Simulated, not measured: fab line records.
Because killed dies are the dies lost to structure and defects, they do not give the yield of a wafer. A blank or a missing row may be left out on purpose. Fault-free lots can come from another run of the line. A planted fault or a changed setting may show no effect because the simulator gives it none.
fab line records	flow n5-finfet
[record] lots = 10	wafers = 30	last-day = 17
route steps=1938 shown BEOL_M5@1130 PASSIVATION@1936
lots with no fault: from the same line, run without faults
start-h: hours from the record's first day to the start of the lot's first wafer shown	wait-h: hours since the lot's step before	" as in the row above	L1.1+2: one row covering several wafers at once	- value missing, or start not given	* or withheld: withheld	< > ~ a bound
route shown NAME@n: NAME is a module with steps in the file, n the number in the route of the first one	usual: average and standard deviation across the fault-free wafers	same: alike in all rows	chamber/n: place in a boat	sites: readings site by site	_std_site: their standard deviation	_edge_site: the outer-site mean with the inner-site mean subtracted	radius-mm: for every site, how far away it sits from the centre of the wafer	mask NAME#n: copy n	behind: the last tool/chamber to shape the wafer	hold: why the lot was held/for how many hours/how that ended	device: transistor that didn't switch, given as n, p or np	end of line: the tests these same wafers got at the end of their route	where a step has no rows: the recipe by itself	killed: count of dies lost to structure and defects at first sort (not the wafer's yield)	map: the dies of a wafer, with x for killed, . for not killed, _ for no die there
set.NAME: the run value of the setting; set.NAME@STEP: its run value at that earlier step	model.NAME: the simulator's own value behind a step, which no gauge read
a sample of lots followed through the steps of the route, with each step as a table and each wafer as a row
services: from which hour (start-h, from the record's first day; less than 0 if before it) a tool's chamber was out of use, for how many hours, and why
[[steps]]
[step N5_BEOL_M5_ETCH_72]
[recipe] chemistry = N2/H2	target = underlayer	target-depth-a = 65	mask-material = CAR-EUV	time-s = 5.2	ion-energy-ev = 200	pressure-mtorr = 30	source-w = 840	bias-w = 150	n2-flow-sccm = 200	h2-flow-sccm = 200	ends = cleared
[usual] drypump-motor-current-A = 5.7/0.47	etch-rf-on-time-s = 5.26/0.18	n2-flow-sccm = 200.0/0.63	oes-product-au = 0.68/0.072	rf-vpp-V = 523.9/2.3	showerhead-plenum-p-Torr = 2.55/0.071	throttle-valve-pct = 17.96/0.29
lot.wafer	tool	chamber	start-h	wait-h	drypump-motor-current-A	etch-rf-on-time-s	n2-flow-sccm	oes-product-au	rf-hours-counter-h	rf-vpp-V	showerhead-plenum-p-Torr	throttle-valve-pct
L873.3	rie-diel-03	3	182.44	0.0	6.4	5.03	199.6	0.76	50	524.9	2.62	18.41
L873.4	"	0	"	"	5.1	5.33	200.2	0.61	197	519.9	2.54	18.05
L873.6	"	2	"	"	5.3	5.03	199.5	0.81	-	524.8	2.52	17.47
L878.1	rie-diel-04	3	218.85	0.0	5.2	5.37	199.1	0.72	49	522.9	2.48	17.84
L878.4	"	2	"	"	5.7	4.98	200.0	0.58	237	519.5	2.42	18.50
L878.6	"	3	"	"	5.2	5.42	199.4	0.73	-	523.5	2.48	17.82
L879.4	rie-diel-03	2	222.51	0.0	5.3	5.04	200.1	0.76	17	522.7	2.51	17.49
L879.5	"	3	"	"	6.4	4.95	198.9	0.74	-	525.6	2.62	18.41
L879.6	"	0	"	"	5.1	5.35	200.7	0.60	-	522.1	2.53	18.10
L880.3	rie-diel-03	2	229.53	0.0	5.3	5.10	199.9	0.76	19	524.0	2.51	17.48
L880.5	"	2	"	"	5.3	5.05	199.6	0.77	-	524.0	2.51	17.52
L880.6	"	3	"	"	6.4	5.00	199.0	0.75	-	525.9	2.61	18.42
L883.1	rie-diel-04	1	247.43	0.0	5.3	5.14	199.7	0.60	221	522.0	2.50	17.85
L883.4	"	0	"	"	5.9	5.17	199.8	0.60	203	523.9	2.54	18.27
L883.6	"	0	"	"	5.9	5.20	199.4	0.60	-	524.4	2.54	18.30
L886.1	rie-diel-03	0	261.42	0.0	5.1	5.49	200.1	0.58	218	522.8	2.53	18.12
L886.3	"	1	"	"	5.4	5.45	200.4	0.72	41	527.9	2.68	17.83
L886.5	"	0	"	"	5.1	5.45	201.2	0.58	-	523.1	2.53	18.09
L889.1	rie-diel-03	0	274.17	0.0	5.1	5.48	199.9	0.58	221	522.7	2.53	18.10
L889.3	"	2	"	"	5.3	5.22	201.1	0.74	27	521.9	2.51	17.52
L889.6	"	0	"	"	5.1	5.60	199.9	0.58	-	524.8	2.53	18.11
L891.1	rie-diel-06	0	288.99	0.0	5.2	5.60	200.0	0.66	109	519.9	2.44	17.59
L891.2	"	1	"	"	5.7	5.25	201.0	0.60	211	522.4	2.52	18.11
L891.3	"	3	"	"	6.2	5.23	199.3	0.71	73	523.6	2.58	17.87
L892.1	rie-diel-03	1	290.02	0.0	5.4	5.37	199.4	0.72	49	527.3	2.68	17.86
L892.3	"	0	"	"	5.1	5.32	199.3	0.59	225	523.6	2.53	18.11
L892.4	"	3	"	"	6.4	5.01	199.7	0.73	76	523.3	2.61	18.43
L890.1	rie-diel-04	2	305.12	0.0	5.7	5.12	200.6	0.82	14	528.2	2.73	18.19
L890.2	"	3	"	"	5.2	5.45	200.0	0.67	80	519.4	2.47	17.91
L890.4	"	1	"	"	5.3	5.25	199.4	0.57	245	521.5	2.49	17.88
[step N5_BEOL_M5_STRIP_19]
[recipe] chemistry = O2	power-w = 400	temp-c = 40	pressure-mtorr = 30	rf-frequency-hz = 6e+07	bias-power-w = 0	overash-fraction = 0.2	o2-flow-sccm = 225
[usual] drypump-motor-current-A = 5.6/0.43	oes-product-au = 0.80/0.089	rf-vpp-V = 3.7/0.46	showerhead-plenum-p-Torr = 2.10/0.07	throttle-valve-pct = 16.75/0.22
lot.wafer	tool	chamber	start-h	wait-h	drypump-motor-current-A	oes-product-au	rf-hours-counter-h	rf-vpp-V	showerhead-plenum-p-Torr	throttle-valve-pct
L873.3	rie-diel-03	0	182.77	0.1	5.1	0.73	198	3.0	2.07	16.72
L873.4	"	3	"	"	6.4	0.89	50	3.0	2.14	16.84
L873.6	"	3	"	"	6.4	0.89	-	3.9	2.14	16.82
L878.1	rie-diel-03	3	219.26	0.2	6.4	0.88	63	4.6	2.14	16.87
L878.4	"	2	"	"	5.3	0.90	16	4.1	2.06	16.28
L878.6	"	2	"	"	5.3	0.90	-	3.4	2.06	16.28
L879.4	rie-diel-06	1	222.83	0.1	5.7	0.74	186	3.1	2.08	16.89
L879.5	"	0	"	"	5.2	0.81	-	3.6	2.02	16.49
L879.6	"	3	"	"	6.2	0.87	-	3.4	2.12	16.46
L880.3	rie-diel-04	2	229.85	0.1	5.7	0.69	240	3.9	2.00	17.18
L880.5	"	1	"	"	5.2	0.70	-	3.5	2.07	16.69
L880.6	"	0	"	"	5.9	0.71	-	3.9	2.09	17.06
L883.1	rie-diel-06	0	247.94	0.3	5.2	0.80	94	3.5	2.02	16.49
L883.4	"	1	"	"	5.7	0.75	196	3.3	2.08	16.91
L883.6	"	3	"	"	6.2	0.86	-	4.2	2.12	16.49
L886.1	rie-diel-03	3	261.98	0.3	6.4	0.87	70	3.9	2.14	16.88
L886.3	"	0	"	"	5.1	0.71	218	3.8	2.06	16.75
L886.5	"	2	"	"	5.3	0.88	-	3.3	2.06	16.29
L889.1	rie-diel-03	0	274.50	0.1	5.1	0.70	221	3.2	2.06	16.77
L889.3	"	3	"	"	6.4	0.85	73	4.8	2.14	16.89
L889.6	"	0	"	"	5.1	0.70	-	4.0	2.06	16.77
L891.1	rie-diel-04	0	289.47	0.2	5.9	0.70	222	3.9	2.09	17.09
L891.2	"	1	"	"	5.2	0.69	240	4.0	2.06	16.73
L891.3	"	3	"	"	5.2	0.82	75	4.1	2.05	16.74
L892.1	rie-diel-04	3	290.36	0.1	5.2	0.82	76	4.1	2.05	16.75
L892.3	"	1	"	"	5.3	0.69	240	4.0	2.06	16.73
L892.4	"	0	"	"	5.9	0.70	222	3.9	2.09	17.09
L890.1	rie-diel-04	1	305.48	0.1	5.3	0.67	245	4.5	2.06	16.74
L890.2	"	2	"	"	5.7	0.95	14	4.3	2.25	16.81
L890.4	"	3	"	"	5.2	0.82	80	3.5	2.05	16.75
[step N5_BEOL_M5_EXPOSE_25]
[recipe] mask-id = V4	na = 0.33	source-shape = quasar	sigma-inner = 0.2	sigma-outer = 0.6	polarization = unpolarized	defocus-nm = 10	dose-mj = 52.75
[usual] exposure-dose-mJ-cm2 = 52.67/0.057
lot.wafer	tool	chamber	start-h	wait-h	mask	exposure-dose-mJ-cm2
L873.3	euv-scanner-02	0	183.77	-	V4#0	52.71
L873.4	"	0	"	"	V4#0	52.86
L873.6	"	0	"	"	V4#0	52.82
L878.1	euv-scanner-01	0	221.48	-	V4#0	52.62
L878.4	"	0	"	"	V4#0	52.60
L878.6	"	0	"	"	V4#0	52.74
L879.4	euv-scanner-02	0	223.58	-	V4#0	52.66
L879.5	"	0	"	"	V4#0	52.68
L879.6	"	0	"	"	V4#0	52.73
L880.3	euv-scanner-02	0	231.56	-	V4#0	52.66
L880.5	"	0	"	"	V4#0	52.71
L880.6	"	0	"	"	V4#0	52.62
L883.1	euv-scanner-02	0	248.52	-	V4#0	51.59
L883.4	"	0	"	"	V4#0	51.65
L883.6	"	0	"	"	V4#0	51.63
L886.1	euv-scanner-01	0	262.23	-	V4#0	52.68
L886.3	"	0	"	"	V4#0	52.61
L886.5	"	0	"	"	V4#0	52.65
L889.1	euv-scanner-01	0	274.92	-	V4#0	52.63
L889.3	"	0	"	"	V4#0	52.58
L889.6	"	0	"	"	V4#0	52.71
L892.1	euv-scanner-01	0	291.94	-	V4#0	52.64
L892.3	"	0	"	"	V4#0	52.70
L892.4	"	0	"	"	V4#0	52.63
L891.1	euv-scanner-01	0	292.01	-	V4#0	52.71
L891.2	"	0	"	"	V4#0	52.75
L891.3	"	0	"	"	V4#0	52.57
L890.1	euv-scanner-02	0	306.78	-	V4#0	51.82
L890.2	"	0	"	"	V4#0	51.94
L890.4	"	0	"	"	V4#0	51.82
[step N5_BEOL_M5_DESCUM_33]
[recipe] chemistry = O2	time-s = 7	source-power-w = 50	bias-power-w = 20	pressure-mtorr = 20	rf-frequency-hz = 2.712e+07	temp-c = 40	resist = CAR-EUV	o2-flow-sccm = 225
[usual] drypump-motor-current-A = 5.7/0.45	oes-product-au = 0.80/0.084	rf-vpp-V = 243.3/1.2	showerhead-plenum-p-Torr = 2.10/0.067	throttle-valve-pct = 20.48/0.21
[same] time-s = 7
lot.wafer	tool	chamber	start-h	wait-h	drypump-motor-current-A	oes-product-au	rf-hours-counter-h	rf-vpp-V	showerhead-plenum-p-Torr	throttle-valve-pct
L873.3	rie-diel-03	2	184.48	0.5	5.3	0.96	3	242.0	2.06	20.02
L873.4	"	3	"	"	6.4	0.89	51	243.3	2.14	20.66
L873.6	"	2	"	"	5.3	0.96	-	241.3	2.06	20.03
L878.1	rie-diel-06	0	221.99	0.3	5.2	0.80	84	241.6	2.02	20.19
L878.4	"	1	"	"	5.7	0.74	186	242.9	2.07	20.62
L878.6	"	0	"	"	5.2	0.80	-	242.8	2.02	20.18
L879.4	rie-diel-06	2	223.82	0.0	6.1	0.68	232	243.2	2.06	20.49
L879.5	"	3	"	"	6.2	0.86	-	243.3	2.12	20.26
L879.6	"	2	"	"	6.1	0.67	-	241.3	2.05	20.52
L880.3	rie-diel-06	2	231.81	0.0	6.0	0.68	235	244.7	2.05	20.49
L880.5	"	1	"	"	5.7	0.75	-	243.5	2.07	20.63
L880.6	"	2	"	"	6.1	0.68	-	242.4	2.05	20.49
L883.1	rie-diel-06	2	248.85	0.1	6.0	0.66	241	244.1	2.05	20.50
L883.4	"	1	"	"	5.7	0.74	196	242.8	2.07	20.63
L883.6	"	3	"	"	6.2	0.84	-	242.7	2.11	20.28
L886.1	rie-diel-06	0	262.49	0.0	5.2	0.79	101	243.2	2.01	20.21
L886.3	"	3	"	"	6.2	0.84	63	245.5	2.11	20.26
L886.5	"	2	"	"	6.1	0.67	-	243.2	2.05	20.52
L889.1	rie-diel-04	0	275.31	0.2	5.9	0.70	216	242.6	2.08	20.80
L889.3	"	1	"	"	5.2	0.68	235	243.3	2.06	20.40
L889.6	"	3	"	"	5.2	0.82	-	241.7	2.05	20.59
L892.1	rie-diel-04	0	292.45	0.3	5.9	0.69	223	241.9	2.08	20.82
L892.3	"	1	"	"	5.3	0.69	241	241.6	2.06	20.41
L892.4	"	3	"	"	5.1	0.82	77	242.7	2.05	20.58
L891.1	rie-diel-03	3	292.81	0.6	6.3	0.86	78	243.5	2.13	20.69
L891.2	"	2	"	"	5.3	0.87	32	242.1	2.05	20.08
L891.3	"	1	"	"	5.4	0.86	50	246.7	2.23	20.55
L890.1	rie-diel-03	3	307.13	0.1	6.4	0.85	83	243.4	2.13	20.72
L890.2	"	0	"	"	5.1	0.70	232	243.1	2.06	20.47
L890.4	"	3	"	"	6.4	0.85	-	242.9	2.13	20.68
[step N5_PASSIVATION_PROBE_49]
[usual] defect-limited-yield = 91.7/1.4	killed_at_M0_to_M3 = 31/11	killed_at_M4_up = 13/4.6	killed-at-contacts = 13/6.7	killed-at-front-end = 39/9.6	killed-at-other = 3.5/2.8	killed-dies = 98/16	killed-open = 64/11	killed-short = 33/8.5	sort_bin_5_function = 4.9/0.96	sort_bin_6_memory = 3.1/0.59	sort_bin_8_speed = 0.2/1.3	sort-n-pass = 1080/23	sort-yield-pct = 91.5/1.9
[same] gross-dies = 1180	killed-at-back-side = 0	sort_bin_4_leakage[%] = 0
lot.wafer	tool	chamber	start-h	wait-h	defect-limited-yield[%]	killed_at_M0_to_M3	killed_at_M4_up	killed-at-contacts	killed-at-front-end	killed-at-other	killed-dies	killed-open	killed-short	sort_bin_5_function[%]	sort_bin_6_memory[%]	sort_bin_8_speed[%]	sort-n-pass	sort-yield-pct[%]
L873.3	prober-02	-	277.82	0.1	89.9	38	19	19	39	4	119	80	39	5.8	3.9	0.1	1060	89.8
L873.4	prober-02	-	277.87	0.2	90.7	52	10	17	30	1	110	82	24	6.1	3.0	0	1070	90.7
L873.6	prober-02	-	277.97	0.3	93.0	36	7	11	29	0	83	53	27	3.8	3.1	0	1097	93.0
L878.1	prober-02	-	326.48	0.8	93.4	20	19	3	34	2	78	61	17	4.1	2.2	0	1102	93.4
L878.4	prober-02	-	326.63	0.9	93.1	30	15	7	25	4	81	50	31	4.4	2.3	0	1099	93.1
L878.6	prober-02	-	326.73	1.0	93.6	20	13	8	33	1	75	54	21	3.7	2.5	0	1105	93.6
L879.4	prober-02	-	326.93	0.4	90.8	31	11	7	54	5	108	67	41	5.9	3.2	0	1072	90.8
L879.5	prober-02	-	326.98	0.5	93.7	24	5	18	26	1	74	51	23	3.3	2.7	0	1106	93.7
L879.6	prober-02	-	327.03	0.5	93.1	13	16	5	44	3	81	52	28	3.6	3.1	0	1099	93.1
L880.3	prober-02	-	337.86	0.1	90.2	34	13	10	58	1	116	71	36	5.6	3.2	0	1064	90.2
L880.5	prober-02	-	337.96	0.2	91.4	35	7	13	44	3	102	54	46	5.7	2.5	0	1078	91.4
L880.6	prober-02	-	338.01	0.3	92.1	31	4	7	50	1	93	50	37	4.5	2.5	0	1087	92.1
L883.1	prober-01	-	343.61	0.0	93.1	33	12	4	29	3	81	47	31	4.2	2.4	0	1099	93.1
L883.4	prober-01	-	343.76	0.2	90.1	50	16	7	39	5	117	77	39	5.7	3.7	0	1063	90.1
L883.6	prober-01	-	343.86	0.3	90.7	58	10	5	37	0	110	65	40	5.3	3.5	0	1070	90.7
L886.1	prober-01	-	351.79	0.0	91.0	27	14	16	45	4	106	68	36	5.1	3.6	0	1074	91.0
L886.3	prober-01	-	351.89	0.1	91.9	40	10	8	35	2	95	58	35	4.8	3.1	0	1085	91.9
L886.5	prober-01	-	351.99	0.2	91.9	36	11	6	35	7	95	60	34	4.0	3.7	0	1085	91.9
L889.1	prober-02	-	377.50	0.0	91.3	48	5	8	41	1	103	60	42	4.7	3.3	0.1	1077	91.3
L889.3	prober-02	-	377.60	0.1	92.5	27	5	3	44	10	89	56	33	4.7	2.4	0	1091	92.5
L889.6	prober-02	-	377.75	0.3	92.4	36	5	14	32	3	90	63	25	4.8	2.5	0	1090	92.4
L891.1	prober-02	-	387.91	0.0	91.2	36	15	10	37	6	104	72	32	4.9	3.6	0	1076	91.2
L891.2	prober-02	-	387.96	0.1	91.5	30	9	16	35	10	100	70	30	4.9	3.3	0.1	1079	91.4
L891.3	prober-02	-	388.01	0.1	88.1	55	18	15	43	9	140	105	34	7.6	4.1	0	1040	88.1
L892.1	prober-02	-	393.04	0.0	91.9	23	15	20	34	3	95	62	32	4.2	3.6	0	1085	91.9
L892.3	prober-02	-	393.14	0.1	93.7	25	11	14	21	3	74	50	24	4.0	2.2	0.8	1096	92.9
L892.4	prober-02	-	393.19	0.2	93.5	17	19	16	22	3	77	50	27	3.6	2.8	0	1103	93.5
L890.1	prober-01	-	409.27	0.0	90.7	35	15	10	49	1	110	76	33	5.8	3.4	0	1070	90.7
L890.2	prober-01	-	409.32	0.1	91.8	35	12	11	31	8	97	53	38	4.1	4.0	0	1083	91.8
L890.4	prober-01	-	409.42	0.2	87.9	57	13	17	54	2	143	90	52	6.3	5.4	0	1037	87.9
// killed by level:class
L873.3 STI_FIN_REVEAL:geometric-particle:open=17 MOL_CONTACT_COAG:geometric-particle:open=10 FIN_SAQP:geometric-particle:short=9 MOL_CONTACT_COAG:geometric-particle:short=9 BEOL_M1:geometric-particle:open=9 BEOL_M4:geometric-particle:open=9 BEOL_M0_SAQP:geometric-particle:open=8 BEOL_M3:geometric-particle:open=6
L873.4 BEOL_M2:geometric-particle:open=17 MOL_CONTACT_COAG:geometric-particle:open=16 BEOL_M1:geometric-particle:open=15 BEOL_M3:geometric-particle:open=10 STI_FIN_REVEAL:geometric-particle:open=7 DUMMY_GATE:geometric-particle:open=4 BEOL_M0_SAQP:geometric-particle:short=4 BEOL_M4:geometric-particle:open=4
L873.6 STI_FIN_REVEAL:geometric-particle:open=12 BEOL_M2:geometric-particle:open=11 MOL_CONTACT_COAG:geometric-particle:open=8 BEOL_M0_SAQP:geometric-particle:short=7 BEOL_M3:geometric-particle:open=5 GATE_CUT:geometric-particle:short=4 BEOL_M1:geometric-particle:open=3 MOL_CONTACT_COAG:geometric-particle:short=3
L878.1 STI_FIN_REVEAL:geometric-particle:open=8 DUMMY_GATE:geometric-particle:open=8 BEOL_M2:geometric-particle:open=7 BEOL_M3:geometric-particle:open=7 BEOL_M4:geometric-particle:open=7 BEOL_M6:geometric-particle:open=5 FIN_SAQP:geometric-particle:short=3 GATE_CUT:geometric-particle:short=3
L878.4 BEOL_M1:geometric-particle:open=8 STI_FIN_REVEAL:geometric-particle:open=7 BEOL_M4:geometric-particle:open=7 BEOL_M0_SAQP:geometric-particle:short=6 MOL_CONTACT_COAG:geometric-particle:open=5 FIN_SAQP:geometric-particle:short=3 GATE_CUT:geometric-particle:short=3 GATE_CUT:geometric-particle:open=3
L878.6 STI_FIN_REVEAL:geometric-particle:open=13 MOL_CONTACT_COAG:geometric-particle:open=6 BEOL_M1:geometric-particle:open=5 BEOL_M4:geometric-particle:short=5 BEOL_M4:geometric-particle:open=5 DUMMY_GATE:geometric-particle:open=4 GATE_CUT:geometric-particle:short=4 BEOL_M0:geometric-particle:open=4
L879.4 FIN_SAQP:geometric-particle:open=19 BEOL_M2:geometric-particle:open=11 FIN_SAQP:geometric-particle:short=8 GATE_CUT:geometric-particle:short=7 ILD0:geometric-particle:short=5 BEOL_M1:geometric-particle:open=5 STI_FIN_REVEAL:geometric-particle:open=4 MOL_CONTACT_COAG:geometric-particle:short=4
L879.5 MOL_CONTACT_COAG:geometric-particle:open=16 BEOL_M1:geometric-particle:open=6 BEOL_M3:geometric-particle:open=5 STI_FIN_REVEAL:geometric-particle:open=4 DUMMY_GATE:geometric-particle:open=4 BEOL_M0_SAQP:geometric-particle:open=4 FIN_SAQP:geometric-particle:short=3 ILD0:geometric-particle:short=3
L879.6 FIN_SAQP:geometric-particle:open=11 FIN_SAQP:geometric-particle:short=7 BEOL_M4:geometric-particle:open=7 STI_FIN_REVEAL:geometric-particle:open=7 SPACER0:geometric-particle:open=4 MOL_CONTACT_COAG:geometric-particle:open=4 BEOL_M0_SAQP:geometric-particle:open=4 BEOL_M4:geometric-particle:short=4
L880.3 FIN_SAQP:geometric-particle:open=14 FIN_SAQP:geometric-particle:short=8 MOL_CONTACT_COAG:geometric-particle:open=8 STI_FIN_REVEAL:geometric-particle:open=7 BEOL_M0_SAQP:geometric-particle:open=7 BEOL_M3:geometric-particle:open=7 BEOL_M4:geometric-particle:open=7 HKMG_FIN:area-etch=7
L880.5 BEOL_M0_SAQP:geometric-particle:short=16 FIN_SAQP:geometric-particle:open=10 STI_FIN_REVEAL:geometric-particle:open=9 MOL_CONTACT_COAG:geometric-particle:open=9 FIN_SAQP:geometric-particle:short=7 BEOL_M0_SAQP:geometric-particle:open=7 BEOL_M4:geometric-particle:open=5 MOL_CONTACT_COAG:geometric-particle:short=4
L880.6 BEOL_M0_SAQP:geometric-particle:open=13 GATE_CUT:geometric-particle:short=9 FIN_SAQP:geometric-particle:short=7 FIN_SAQP:geometric-particle:open=6 STI_FIN_REVEAL:geometric-particle:open=6 HKMG_FIN:area-etch=6 BEOL_M3:geometric-particle:open=5 MOL_CONTACT_COAG:geometric-particle:open=4
L883.1 BEOL_M0_SAQP:geometric-particle:open=10 FIN_SAQP:geometric-particle:open=9 BEOL_M0_SAQP:geometric-particle:short=7 BEOL_M1:geometric-particle:open=6 BEOL_M3:geometric-particle:short=6 FIN_SAQP:geometric-particle:short=5 STARTING-WAFER:geometric-particle:short=4 STARTING-WAFER:geometric-particle:open=3
L883.4 FIN_SAQP:geometric-particle:open=21 BEOL_M0_SAQP:geometric-particle:open=17 BEOL_M0_SAQP:geometric-particle:short=12 FIN_SAQP:geometric-particle:short=11 BEOL_M2:geometric-particle:open=7 BEOL_M4:geometric-particle:open=7 MOL_CONTACT_COAG:geometric-particle:open=6 BEOL_M1:geometric-particle:open=5
L883.6 BEOL_M0_SAQP:geometric-particle:open=18 BEOL_M0_SAQP:geometric-particle:short=14 STI_FIN_REVEAL:geometric-particle:open=12 FIN_SAQP:geometric-particle:open=5 FIN_SAQP:geometric-particle:short=5 GATE_CUT:geometric-particle:short=5 BEOL_M1:geometric-particle:open=5 BEOL_M2:geometric-particle:open=5
L886.1 MOL_CONTACT_COAG:geometric-particle:open=12 FIN_SAQP:geometric-particle:open=10 GATE_CUT:geometric-particle:short=7 FIN_SAQP:geometric-particle:short=6 GATE_CUT:geometric-particle:open=6 BEOL_M0_SAQP:geometric-particle:open=6 DUMMY_GATE:geometric-particle:open=5 BEOL_M1:geometric-particle:open=5
L886.3 BEOL_M0_SAQP:geometric-particle:open=14 GATE_CUT:geometric-particle:short=8 MOL_CONTACT_COAG:geometric-particle:open=7 FIN_SAQP:geometric-particle:short=6 BEOL_M1:geometric-particle:open=6 BEOL_M0_SAQP:geometric-particle:short=5 BEOL_M3:geometric-particle:open=5 FIN_SAQP:geometric-particle:open=4
L886.5 DUMMY_GATE:geometric-particle:open=8 STI_FIN_REVEAL:geometric-particle:open=7 BEOL_M0_SAQP:geometric-particle:short=7 BEOL_M0_SAQP:geometric-particle:open=7 BEOL_M1:geometric-particle:open=6 FIN_SAQP:geometric-particle:open=5 GATE_CUT:geometric-particle:short=5 MOL_CONTACT_COAG:geometric-particle:open=5
L889.1 BEOL_M0_SAQP:geometric-particle:short=12 BEOL_M1:geometric-particle:open=10 BEOL_M2:geometric-particle:open=9 MOL_CONTACT_COAG:geometric-particle:open=8 BEOL_M0_SAQP:geometric-particle:open=8 GATE_CUT:geometric-particle:short=7 STI_FIN_REVEAL:geometric-particle:open=5 STARTING-WAFER:geometric-particle:short=5
L889.3 GATE_CUT:geometric-particle:short=12 STI_FIN_REVEAL:geometric-particle:open=7 BEOL_M3:geometric-particle:open=6 BEOL_M0_SAQP:geometric-particle:short=6 FIN_SAQP:geometric-particle:open=5 DUMMY_GATE:geometric-particle:open=5 GATE_CUT:geometric-particle:open=5 PAD_METAL:geometric-particle:open=5
L889.6 MOL_CONTACT_COAG:geometric-particle:open=12 BEOL_M0_SAQP:geometric-particle:open=11 BEOL_M0_SAQP:geometric-particle:short=9 STI_FIN_REVEAL:geometric-particle:open=7 DUMMY_GATE:geometric-particle:open=5 BEOL_M1:geometric-particle:open=5 BEOL_M3:geometric-particle:open=5 FIN_SAQP:geometric-particle:open=4
L891.1 FIN_SAQP:geometric-particle:open=10 MOL_CONTACT_COAG:geometric-particle:open=9 BEOL_M0_SAQP:geometric-particle:short=9 BEOL_M1:geometric-particle:open=9 STI_FIN_REVEAL:geometric-particle:open=8 BEOL_M4:geometric-particle:open=8 BEOL_M1:geometric-particle:short=6 GATE_CUT:geometric-particle:open=4
L891.2 MOL_CONTACT_COAG:geometric-particle:open=15 BEOL_M0_SAQP:geometric-particle:short=8 STI_FIN_REVEAL:geometric-particle:open=7 BEOL_M1:geometric-particle:open=7 STARTING-WAFER:geometric-particle:open=6 FIN_SAQP:geometric-particle:short=5 FIN_SAQP:geometric-particle:open=5 BEOL_M0_SAQP:geometric-particle:open=5
L891.3 BEOL_M1:geometric-particle:open=19 FIN_SAQP:geometric-particle:open=13 STI_FIN_REVEAL:geometric-particle:open=13 MOL_CONTACT_COAG:geometric-particle:open=13 BEOL_M3:geometric-particle:open=10 BEOL_M0_SAQP:geometric-particle:open=9 BEOL_M0_SAQP:geometric-particle:short=6 BEOL_M4:geometric-particle:open=6
L892.1 MOL_CONTACT_COAG:geometric-particle:open=17 FIN_SAQP:geometric-particle:short=6 BEOL_M0_SAQP:geometric-particle:short=5 BEOL_M8:geometric-particle:open=5 BEOL_M2:geometric-particle:open=5 FIN_SAQP:geometric-particle:open=4 STI_FIN_REVEAL:geometric-particle:open=4 STI_FIN_REVEAL:geometric-particle:short=3
L892.3 MOL_CONTACT_COAG:geometric-particle:open=11 BEOL_M0_SAQP:geometric-particle:open=8 BEOL_M0_SAQP:geometric-particle:short=6 FIN_SAQP:geometric-particle:short=4 STI_FIN_REVEAL:geometric-particle:open=4 GATE_CUT:geometric-particle:short=3 ILD0:geometric-particle:open=3 MOL_CONTACT_COAG:geometric-particle:short=3
L892.4 MOL_CONTACT_COAG:geometric-particle:open=12 BEOL_M0:geometric-particle:open=5 BEOL_M1:geometric-particle:short=5 BEOL_M8:geometric-particle:open=5 ILD0:geometric-particle:short=4 MOL_CONTACT_COAG:geometric-particle:short=4 BEOL_M4:geometric-particle:open=4 FIN_SAQP:geometric-particle:short=3
L890.1 STI_FIN_REVEAL:geometric-particle:open=13 MOL_CONTACT_COAG:geometric-particle:open=8 BEOL_M3:geometric-particle:open=8 BEOL_M1:geometric-particle:open=7 FIN_SAQP:geometric-particle:open=6 FIN_SAQP:geometric-particle:short=5 BEOL_M0_SAQP:geometric-particle:open=5 BEOL_M5:geometric-particle:open=5
L890.2 FIN_SAQP:geometric-particle:short=15 BEOL_M3:geometric-particle:open=8 MOL_CONTACT_COAG:geometric-particle:open=8 BEOL_M0_SAQP:geometric-particle:open=7 BEOL_M0_SAQP:geometric-particle:short=6 FIN_SAQP:geometric-particle:open=5 DUMMY_GATE:geometric-particle:open=3 MOL_CONTACT_COAG:geometric-particle:short=3
L890.4 BEOL_M0_SAQP:geometric-particle:short=16 BEOL_M0_SAQP:geometric-particle:open=15 FIN_SAQP:geometric-particle:open=14 MOL_CONTACT_COAG:geometric-particle:open=14 FIN_SAQP:geometric-particle:short=12 DUMMY_GATE:geometric-particle:open=8 BEOL_M3:geometric-particle:open=8 STI_FIN_REVEAL:geometric-particle:open=7
[[services]]
tool	chamber	start-h	hours	kind
rie-diel-03	-	159.37	0.7	repair
rie-diel-03	2	161.15	-	clean
rie-diel-03	2	161.15	-	consumable-replace:focus-ring
rie-diel-03	2	161.15	13.2	scheduled-down
rie-diel-03	2	161.15	13.2	vent-cycle
rie-diel-04	-	188.17	14.6	pm
euv-scanner-02	-	202.03	1.0	pm
euv-scanner-01	-	204.68	1.0	pm
rie-diel-03	-	239.00	15.6	pm
euv-scanner-01	-	239.59	0.8	repair
rie-diel-04	2	254.55	-	clean
rie-diel-04	2	254.55	-	consumable-replace:focus-ring
rie-diel-04	2	254.55	-	consumable-replace:showerhead
rie-diel-04	2	254.55	11.3	scheduled-down
euv-scanner-02	-	256.22	0.2	repair
euv-scanner-02	-	258.18	1.0	pm
euv-scanner-02	-	259.63	5.8	pm
euv-scanner-01	-	265.41	1.0	pm
rie-diel-06	0	267.66	4.5	repair
euv-scanner-02	-	273.18	12.0	pm
rie-diel-04	3	278.44	4.5	repair
euv-scanner-01	-	285.18	4.6	pm
rie-diel-03	2	296.51	115.9	repair
rie-diel-04	3	296.85	3.5	repair
[[key]]
[first-sign] step = N5_BEOL_M5_EXPOSE_25	reading = exposure-dose-mJ-cm2	direction = down	sigmas = 16	usual = 52.67	struck = 51.74
effect none on later readings
met-at N5_BEOL_M5_EXPOSE_25
struck-lots L883,L890
[loop-trim] step = N5_BEOL_M5_EXPOSE_25	setting = dose	lots = L890
not-acting-at N5_BEOL_M5_ETCH_72,N5_BEOL_M5_STRIP_19,N5_BEOL_M5_DESCUM_33
onset-between 231.56 248.52
[fault] kind = process-parameter-drift	tool = euv-scanner-02	chamber = -	onset-h = 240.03	steps = N5_BEOL_M5_EXPOSE_25	channel = dose-mj	offset = -1.0556	shape = step	acts-in = these-recipes-only	stated = 52.75
// loop-trim: a control loop set the setting to another value than it would have without faults
